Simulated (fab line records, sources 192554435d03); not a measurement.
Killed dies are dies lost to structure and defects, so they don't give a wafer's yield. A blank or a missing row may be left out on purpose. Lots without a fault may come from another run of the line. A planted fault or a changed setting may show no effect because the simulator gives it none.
Chamber matching | flow n5_finfet | N5_FIN_SAQP_PECVD_06 on pecvd-02: 3 sister chambers
The step deposits a-Si from SiH4/He, target thk 60 nm, time 48.1 s. 14 wafers are shown with their chamber, then 7 later ones without.

WAFERS WITH THEIR CHAMBER
wafer  | chamber | throttle_valve_pct (%) | heater_power_w (W) | showerhead_plenum_p_Torr (Torr)
L074.1 | 2       | 17.6                   | 649                | 5.68
L074.3 | 1       | 19.7                   | 836                | 5.70
L074.5 | 1       | 19.6                   | 862                | 5.68
L075.2 | 1       | 19.4                   | 783                | 5.69
L075.4 | 1       | 19.4                   | 779                | 5.67
L075.5 | 0       | 18.8                   | 828                | 5.69
L076.1 | 2       | 17.7                   | 679                | 5.66
L076.2 | 0       | 18.9                   | 825                | 5.67
L076.3 | 1       | 19.7                   | 758                | 5.69
L085.1 | 0       | 18.9                   | 873                | 5.67
L085.4 | 0       | 18.8                   | 832                | 5.66
L085.6 | 1       | 19.2                   | 817                | 5.69
L086.1 | 1       | 19.3                   | 868                | 5.68
L086.4 | 2       | 17.5                   | 656                | 5.67

SIGNATURES (means of the wafers above)
reading                  | chamber 0 | chamber 1 | chamber 2 | scatter within a chamber
throttle_valve_pct       | 18.850    | 19.471    | 17.600    | 0.155
heater_power_w           | 839.50    | 814.71    | 661.33    | 34.4
showerhead_plenum_p_Torr | 5.6725    | 5.6857    | 5.6700    | 0.0106
Rule: a wafer's distance from a chamber is the root of the sum, over the readings, of the square of ((its reading less the chamber's mean) divided by the reading's scatter). The wafer belongs to the nearest chamber; if the next one is less than 2 further off, it can't be placed. The scatter: the root of (the sum of the squares of (reading less its chamber's mean) over the shown wafers, divided by (wafers less chambers)).

WAFERS WITHOUT THEIR CHAMBER
wafer  | throttle_valve_pct (%) | heater_power_w (W) | showerhead_plenum_p_Torr (Torr)
L086.5 | 19.2                   | 801                | 5.68
L089.1 | 19.6                   | 861                | 5.69
L089.3 | 19.0                   | 902                | 5.67
L089.6 | 19.0                   | 860                | 5.66
L090.1 | 17.9                   | 704                | 5.69
L090.4 | 17.6                   | 713                | 5.68
L090.6 | 18.9                   | 748                | 5.67

WHICH CHAMBER EACH WENT THROUGH
wafer  | from the rows above     | in truth
L086.5 | can't be placed: 1 or 0 | 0
L089.1 | 1                       | 1
L089.3 | 0                       | 0
L089.6 | 0                       | 0
L090.1 | 2                       | 2
L090.4 | 2                       | 2
L090.6 | can't be placed: 0 or 1 | 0
Placed correctly: 5 of 7. Can't be placed from these rows: 2 (the true chamber is among the candidates in 2). Placed wrongly: 0.
